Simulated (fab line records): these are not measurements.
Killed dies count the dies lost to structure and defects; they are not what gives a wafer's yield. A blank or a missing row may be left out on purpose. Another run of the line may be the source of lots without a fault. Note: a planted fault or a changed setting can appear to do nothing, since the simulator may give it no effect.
One fault seen from 3 desks :: flow nand harc :: numbers are kept per desk, each desk with only its own; the story behind them comes last

FOR THE TOOL OWNER'S DESK: litho track-01
At NHARC_P_M1_SOFTBAKE_04 (time 55 s), the tool's own readings, given per lot that ran on this tool as the mean of the sampled wafers with a number. A lot is out of limits, marked OUT, if its mean lies more than 4 standard deviations from the usual mean; the brackets give that distance.
Columns: A = heater power total W at NHARC_P_M1_SOFTBAKE_04, usual 188.47 W; B = resist line temp C at NHARC_P_M1_SOFTBAKE_04, usual 23.01 C
lot: L629
first seen here: day 6 17:00
A: 188.43
B: 22.88

lot: L633
first seen here: day 7 13:00
A: 188.35
B: 23.06

lot: L636
first seen here: day 8 05:00
A: 188.43
B: 23.01

lot: L634
first seen here: day 8 06:00
A: 188.60
B: 23.05

lot: L635
first seen here: day 8 11:00
A: 179.85 (-57) OUT
B: 23.14

lot: L638
first seen here: day 8 16:00
A: 180.01 (-56) OUT
B: 23.04

lot: L637
first seen here: day 8 17:00
A: 179.91 (-57) OUT
B: 23.03
This desk's verdict: out of limits on L635, L637, L638, starting with L635 at day 8 11:00 (heater power total W at NHARC_P_M1_SOFTBAKE_04). In limits: L629, L633, L636, L634.

THE DEFECT DESK
Inspection counts along the route, by lot: the mean over sampled wafers that carry a number. A lot is out of limits, marked OUT, if its mean lies more than 4 standard deviations from the usual mean; the brackets give that distance.
Columns: A = raw defect count at NHARC_P_M0_INSPECT_11, usual 3.6
lot: L627
first seen here: day 5 20:17
A: 5.7

lot: L629
first seen here: day 6 14:14
A: 6.0

lot: L633
first seen here: day 7 09:55
A: 1.3

lot: L636
first seen here: day 8 02:05
A: 2.0

lot: L634
first seen here: day 8 03:04
A: 4.3

lot: L635
first seen here: day 8 08:15
A: 6.7

lot: L638
first seen here: day 8 13:13
A: 2.3

lot: L637
first seen here: day 8 13:34
A: 8.7

lot: L639
first seen here: day 9 07:32
A: 3.3

lot: L642
first seen here: day 9 21:29
A: 2.7

lot: L643
first seen here: day 9 22:34
A: 1.3

lot: L645
first seen here: day 10 04:04
A: 5.0

lot: L644
first seen here: day 10 06:24
A: 3.7

lot: L646
first seen here: day 10 11:43
A: 3.0

lot: L647
first seen here: day 10 23:56
A: 2.0
This desk's finding: nothing out of limits on any of the 15 lots.

THE METROLOGY DESK
What the gauges read, lot by lot, whatever tool the lot ran on: means of the sampled wafers that have a number. A lot is out of limits, marked OUT, if its mean lies more than 4 standard deviations from the usual mean; the brackets give that distance.
Columns: A = overlay x nm at NHARC_P_M1_OVL_MEAS_10, usual 0.0 nm; B = overlay y nm at NHARC_P_M1_OVL_MEAS_10, usual -0.1 nm
lot: L627
first seen here: day 6 00:23
A: 0.6
B: -1.6

lot: L629
first seen here: day 6 18:18
A: 0.2
B: 0.6

lot: L633
first seen here: day 7 13:57
A: -0.8
B: -0.4

lot: L636
first seen here: day 8 06:08
A: -0.3
B: 0.1

lot: L634
first seen here: day 8 07:07
A: 0.3
B: -0.3

lot: L635
first seen here: day 8 12:19
A: -0.7
B: -0.0

lot: L638
first seen here: day 8 17:28
A: -0.3
B: -0.8

lot: L637
first seen here: day 8 17:49
A: 0.4
B: 0.6

lot: L639
first seen here: day 9 12:15
A: 0.2
B: -0.1

lot: L642
first seen here: day 10 01:40
A: -0.1
B: 0.3

lot: L643
first seen here: day 10 02:53
A: 1.4
B: -0.8

lot: L645
first seen here: day 10 08:39
A: -0.5
B: -0.8

lot: L644
first seen here: day 10 10:49
A: -0.4
B: 0.2

lot: L646
first seen here: day 10 15:54
A: 0.7
B: -0.8

lot: L647
first seen here: day 11 04:08
A: 1.1
B: -0.9
This desk's finding: nothing out of limits on any of the 15 lots.

TAKEN TOGETHER
On L635, L637, L638, at day 8 11:00, an alarm was possible from the tool owner's desk.
No out-of-limits result turned up at the defect desk.
Nothing out of limits was seen by the metrology desk.
The defect desk has L635, L637, L638 on record, within its limits.
The metrology desk has L635, L637, L638 on record, within its limits.
All the named lots went through NHARC_P_M1_SOFTBAKE_04 on litho track-01.

WHAT THE SIMULATOR HAD PUT IN
Process parameter drift: litho track-01, from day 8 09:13 on, at NHARC_P_M1_SOFTBAKE_04. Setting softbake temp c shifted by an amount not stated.
Shown lots that were struck: L635, L637, L638.
Time in hours from fault onset to the first out-of-limits reading at each desk: the tool owner's desk, 2.
